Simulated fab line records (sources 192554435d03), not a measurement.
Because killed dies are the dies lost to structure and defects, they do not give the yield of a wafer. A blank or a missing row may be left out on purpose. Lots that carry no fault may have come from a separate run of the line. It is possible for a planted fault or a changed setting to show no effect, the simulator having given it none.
Matching of chambers | flow n5_finfet | 4 sister chambers for N5_HKMG_FIN_CMP_23 on cmp-03
The step polishes, stops on SiNx, t overpolish 10 s, target thk 46.326 nm. 8 wafers are shown with their chamber, then 7 later ones without.

== WAFERS PAIRED WITH THEIR CHAMBERS ==
wafer  | chamber | motor_current_A (A) | overpolish_run_s (s)
L655.4 | 2       | 10.6                | 9.992
L657.2 | 2       | 10.5                | 10.000
L660.5 | 1       | 14.1                | 9.994
L664.1 | 3       | 12.4                | 10.002
L664.5 | 0       | 12.9                | 9.984
L664.6 | 1       | 14.1                | 10.002
L667.1 | 3       | 12.6                | 9.983
L667.3 | 0       | 13.3                | 10.000

== WAFERS WHOSE CHAMBER IS MISSING ==
wafer  | motor_current_A (A) | overpolish_run_s (s)
L667.4 | 14.3                | 10.005
L669.1 | 10.5                | 9.997
L669.2 | 12.6                | 9.989
L669.3 | 13.6                | 10.012
L672.1 | 13.1                | 10.000
L672.3 | 12.7                | 9.997
L672.5 | 12.4                | 9.982

== THE CHAMBER EACH PASSED THROUGH ==
wafer  | from the rows above     | in truth
L667.4 | 1                       | 1
L669.1 | 2                       | 2
L669.2 | 3                       | 3
L669.3 | can't be placed: 1 or 0 | 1
L672.1 | 0                       | 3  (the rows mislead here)
L672.3 | can't be placed: 3 or 0 | 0
L672.5 | 3                       | 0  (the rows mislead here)
Placed correctly: 3 of 7. These rows do not allow placing 2 (true chamber among the candidates in 2). Placed wrongly: 2.
How it was worked out, from the rows above alone: a wafer's distance from a chamber is the root of the sum, over the readings, of the square of ((its reading less the chamber's mean) divided by the reading's scatter). If the next closest chamber is less than 2 further off than the closest, the wafer can't be placed; otherwise it belongs to the closest. For every chamber, the mean is computed from those of its wafers that are shown. The scatter: take each reading less its chamber's mean, square it, sum over the shown wafers, divide by the number of wafers less the number of chambers, and take the root.
